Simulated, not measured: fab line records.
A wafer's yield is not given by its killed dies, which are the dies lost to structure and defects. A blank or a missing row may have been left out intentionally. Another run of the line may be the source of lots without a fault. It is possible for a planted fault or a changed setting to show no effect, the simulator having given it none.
Which tool was responsible? :: flow nandHarc :: 15 lots with 45 wafers sampled at 4 steps, on a route of 1159 steps

WHAT THE GAUGES READ, wafer by wafer
NHARC_A_M0_OVL_MEAS_10: pitch 160 nm. Usual: overlayXNm 0.0 nm, standard deviation 1; overlayYNm 0.2 nm, standard deviation 0.76.
lot: L650
measured: day 18 09:20
on: overlay-01
overlayXNm (nm): 1.3 1.8 1.7
overlayYNm (nm): 0.2 0.1 0.5
flag: 

lot: L651
measured: day 18 15:18
on: overlay-01
overlayXNm (nm): -0.1 -0.4 0.0
overlayYNm (nm): -0.2 -0.5 0.2
flag: 

lot: L652
measured: day 18 15:28
on: overlay-01
overlayXNm (nm): 0.3 0.1 0.2
overlayYNm (nm): 1.1 1.0 0.9
flag: 

lot: L654
measured: day 19 15:15
on: overlay-02
overlayXNm (nm): 0.8 0.8 0.4
overlayYNm (nm): 0.8 1.0 0.8
flag: 

lot: L653
measured: day 19 16:04
on: overlay-02
overlayXNm (nm): -1.5 -1.5 -1.3
overlayYNm (nm): 0.7 0.4 -0.1
flag: 

lot: L655
measured: day 19 22:10
on: overlay-01
overlayXNm (nm): 0.1 0.5 -0.2
overlayYNm (nm): -1.2 -1.4 -1.5
flag: 

lot: L656
measured: day 20 01:44
on: overlay-01
overlayXNm (nm): 1.3 1.6 1.5
overlayYNm (nm): 0.6 -0.2 0.1
flag: 

lot: L658
measured: day 20 14:34
on: overlay-02
overlayXNm (nm): -0.8 -0.7 -0.5
overlayYNm (nm): 0.5 1.2 0.6
flag: 

lot: L671
measured: day 23 17:25
on: overlay-01
overlayXNm (nm): -2.4 -2.2 -2.1
overlayYNm (nm): 0.4 -0.1 0.3
flag: 

lot: L670
measured: day 23 18:01
on: overlay-02
overlayXNm (nm): 0.2 0.6 0.1
overlayYNm (nm): 0.5 0.1 0.4
flag: 

lot: L672
measured: day 24 09:25
on: overlay-02
overlayXNm (nm): 0.3 0.9 0.1
overlayYNm (nm): 0.1 0.0 0.1
flag: 

lot: L673
measured: day 24 09:46
on: overlay-01
overlayXNm (nm): 0.2 0.1 0.2
overlayYNm (nm): 0.4 0.4 0.4
flag: 

EACH LOT AND THE TOOL THAT RAN IT (in order: tool; ch and the chambers of the sampled wafers; start)
lot: L650
NHARC_A_CONTACT_ETCH_138: harCapEtch-01 ch 0,1, day 17 21:54
NHARC_A_BLC_ETCH_18: rieDiel-12 ch 2,3, day 18 05:31 or earlier
NHARC_A_BLC_ALD_23: aldMetal-03 ch 0,1, day 18 05:31

lot: L651
NHARC_A_CONTACT_ETCH_138: harCapEtch-01 ch 0, day 18 02:31
NHARC_A_BLC_ETCH_18: rieDiel-02 ch 0,1,3, day 18 08:51 or earlier
NHARC_A_BLC_ALD_23: aldMetal-03 ch 0,1,3, day 18 08:51

lot: L652
NHARC_A_CONTACT_ETCH_138: harCapEtch-02 ch 0,1, day 18 03:23
NHARC_A_BLC_ETCH_18: rieDiel-04 ch 0,2,3, day 18 08:45
NHARC_A_BLC_ALD_23: aldMetal-04 ch 0,2,3, day 18 09:57

lot: L654
NHARC_A_CONTACT_ETCH_138: harCapEtch-03 ch 0,1, day 19 00:19
NHARC_A_BLC_ETCH_18: rieDiel-04 ch 0,1,2, day 19 13:10 or earlier
NHARC_A_BLC_ALD_23: aldMetal-03 ch 0,2,3, day 19 13:10

lot: L653
NHARC_A_CONTACT_ETCH_138: harCapEtch-03 ch 1, day 19 06:41
NHARC_A_BLC_ETCH_18: rieDiel-02 ch 0,2,3, day 19 13:20 or earlier
NHARC_A_BLC_ALD_23: aldMetal-02 ch 0,2,3, day 19 13:20

lot: L655
NHARC_A_CONTACT_ETCH_138: harCapEtch-02 ch 0,1, day 19 13:25
NHARC_A_BLC_ETCH_18: rieDiel-04 ch 0,2, day 19 19:25 or earlier
NHARC_A_BLC_ALD_23: aldMetal-04 ch 0,3, day 19 19:25

lot: L656
NHARC_A_CONTACT_ETCH_138: harCapEtch-03 ch 0,1, day 19 14:41
NHARC_A_BLC_ETCH_18: rieDiel-02 ch 0,2,3, day 19 21:10 or earlier
NHARC_A_BLC_ALD_23: aldMetal-04 ch 0,2,3, day 19 21:10

lot: L658
NHARC_A_CONTACT_ETCH_138: harCapEtch-02 ch 0,1, day 20 00:05
NHARC_A_BLC_ETCH_18: rieDiel-02 ch 0,1,3, day 20 06:53 or earlier
NHARC_A_BLC_ALD_23: aldMetal-02 ch 0,1, day 20 06:53

lot: L663
NHARC_A_CONTACT_ETCH_138: harCapEtch-03 ch 0,1, day 22 03:50
NHARC_A_BLC_ETCH_18: rieDiel-04 ch 1,2,3, day 22 14:19 or earlier
NHARC_A_BLC_ALD_23: aldMetal-03 ch 0,2,3, day 22 14:19

lot: L668
NHARC_A_CONTACT_ETCH_138: harCapEtch-03 ch 0,1, day 22 14:26
NHARC_A_BLC_ETCH_18: rieDiel-02 ch 0,1,3, day 23 03:26 or earlier
NHARC_A_BLC_ALD_23: aldMetal-03 ch 0,3, day 23 03:26

lot: L666
NHARC_A_CONTACT_ETCH_138: harCapEtch-01 ch 0,1, day 22 19:10
NHARC_A_BLC_ETCH_18: rieDiel-02 ch 2,3, day 23 11:32 or earlier
NHARC_A_BLC_ALD_23: aldMetal-03 ch 1,2,3, day 23 11:32

lot: L671
NHARC_A_CONTACT_ETCH_138: harCapEtch-02 ch 0,1, day 22 20:38
NHARC_A_BLC_ETCH_18: rieDiel-12 ch 1,3, day 23 12:13 or earlier
NHARC_A_BLC_ALD_23: aldMetal-04 ch 0,2, day 23 12:13

lot: L670
NHARC_A_CONTACT_ETCH_138: harCapEtch-03 ch 0,1, day 22 22:14
NHARC_A_BLC_ETCH_18: rieDiel-04 ch 1,2,3, day 23 12:19 or earlier
NHARC_A_BLC_ALD_23: aldMetal-02 ch 0,1,3, day 23 12:19

lot: L672
NHARC_A_CONTACT_ETCH_138: harCapEtch-02 ch 0,1, day 23 12:22
NHARC_A_BLC_ETCH_18: rieDiel-02 ch 0,1,2, day 24 02:02 or earlier
NHARC_A_BLC_ALD_23: aldMetal-02 ch 0,1,3, day 24 02:02

lot: L673
NHARC_A_CONTACT_ETCH_138: harCapEtch-02 ch 0,1, day 23 15:20
NHARC_A_BLC_ETCH_18: rieDiel-02 ch 1,2,3, day 24 02:46 or earlier
NHARC_A_BLC_ALD_23: aldMetal-04 ch 0,2,3, day 24 02:46
- NHARC_A_CONTACT_ETCH_138: etches the open film in C4F8/O2/Ar, time 132 s, target depth 1289 nm.
- NHARC_A_BLC_ETCH_18: etches the open film in C4F8/O2/Ar, target depth 910 nm.
- NHARC_A_BLC_ALD_23: deposits TiN, target thk 3 nm, pulse time 1 s, ald cycles 150.

WHAT THE TOOLS THEMSELVES READ (means of the sampled wafers that have a number; where no wafer has one, the mark that the record gives instead)
NHARC_A_BLC_ETCH_18. Usual: oesProductAu 0.960 a.u., standard deviation 0.021; rfVppV 978 V, standard deviation 7.1.
lot: L650
tool: rieDiel-12
oesProductAu (a.u.): 0.954
rfVppV (V): 973
flag: 

lot: L651
tool: rieDiel-02
oesProductAu (a.u.): 0.963
rfVppV (V): 973
flag: 

lot: L652
tool: rieDiel-04
oesProductAu (a.u.): 0.923
rfVppV (V): 983
flag: 

lot: L654
tool: rieDiel-04
oesProductAu (a.u.): 0.969
rfVppV (V): 987
flag: 

lot: L653
tool: rieDiel-02
oesProductAu (a.u.): 0.976
rfVppV (V): 975
flag: 

lot: L655
tool: rieDiel-04
oesProductAu (a.u.): 0.927
rfVppV (V): 987
flag: 

lot: L656
tool: rieDiel-02
oesProductAu (a.u.): 0.984
rfVppV (V): 974
flag: 

lot: L658
tool: rieDiel-02
oesProductAu (a.u.): 0.932
rfVppV (V): 973
flag: 

lot: L663
tool: rieDiel-04
oesProductAu (a.u.): 0.980
rfVppV (V): 983
flag: 

lot: L668
tool: rieDiel-02
oesProductAu (a.u.): 0.974
rfVppV (V): 972
flag: 

lot: L666
tool: rieDiel-02
oesProductAu (a.u.): 0.970
rfVppV (V): 970
flag: 

lot: L671
tool: rieDiel-12
oesProductAu (a.u.): 0.937
rfVppV (V): 982
flag: 

lot: L670
tool: rieDiel-04
oesProductAu (a.u.): 0.979
rfVppV (V): 982
flag: 

lot: L672
tool: rieDiel-02
oesProductAu (a.u.): 0.959
rfVppV (V): 975
flag: 

lot: L673
tool: rieDiel-02
oesProductAu (a.u.): 0.977
rfVppV (V): 970
flag: 

NHARC_A_BLC_ALD_23. Usual: heaterPowerW 1090 W, standard deviation 150; precursorPulseHeightRel 0.998, standard deviation 0.021.
lot: L650
tool: aldMetal-03
heaterPowerW (W): 1135
precursorPulseHeightRel: 1.002
flag: 

lot: L651
tool: aldMetal-03
heaterPowerW (W): 1117
precursorPulseHeightRel: 0.975
flag: 

lot: L652
tool: aldMetal-04
heaterPowerW (W): 1101
precursorPulseHeightRel: 0.985
flag: 

lot: L654
tool: aldMetal-03
heaterPowerW (W): 1136
precursorPulseHeightRel: 0.985
flag: 

lot: L653
tool: aldMetal-02
heaterPowerW (W): 945
precursorPulseHeightRel: 0.990
flag: 

lot: L655
tool: aldMetal-04
heaterPowerW (W): 1221
precursorPulseHeightRel: 1.011
flag: 

lot: L656
tool: aldMetal-04
heaterPowerW (W): 1107
precursorPulseHeightRel: 0.983
flag: 

lot: L658
tool: aldMetal-02
heaterPowerW (W): 951
precursorPulseHeightRel: 0.998
flag: 

lot: L663
tool: aldMetal-03
heaterPowerW (W): 1138
precursorPulseHeightRel: 1.006
flag: 

lot: L668
tool: aldMetal-03
heaterPowerW (W): 1060
precursorPulseHeightRel: 0.994
flag: 

lot: L666
tool: aldMetal-03
heaterPowerW (W): 1200
precursorPulseHeightRel: 1.009
flag: 

lot: L671
tool: aldMetal-04
heaterPowerW (W): 1011
precursorPulseHeightRel: 0.995
flag: 

lot: L670
tool: aldMetal-02
heaterPowerW (W): 964
precursorPulseHeightRel: 1.011
flag: 

lot: L672
tool: aldMetal-02
heaterPowerW (W): 979
precursorPulseHeightRel: 0.993
flag: 

lot: L673
tool: aldMetal-04
heaterPowerW (W): 1101
precursorPulseHeightRel: 0.995
flag: 

THE ANSWER, worked out from the rows above alone
Rule: a lot is off if the mean of its wafers that have a number lies more than 3 standard deviations from the usual mean. Also off: a lot with no number at a reading for which 4 or more lots have one. Where the step has rows for the other lots, those lots are counted as sound. Order of review: gauges by route order, followed by the tools' own readings, for which a lot's mean as printed above is used. At the first step where some lot is off, the reading lying furthest off is the one used; lots without a number count as furthest.
None of the lots is off at any reading shown; this tells nothing.

WHAT HAD BEEN PUT IN BY THE SIMULATOR
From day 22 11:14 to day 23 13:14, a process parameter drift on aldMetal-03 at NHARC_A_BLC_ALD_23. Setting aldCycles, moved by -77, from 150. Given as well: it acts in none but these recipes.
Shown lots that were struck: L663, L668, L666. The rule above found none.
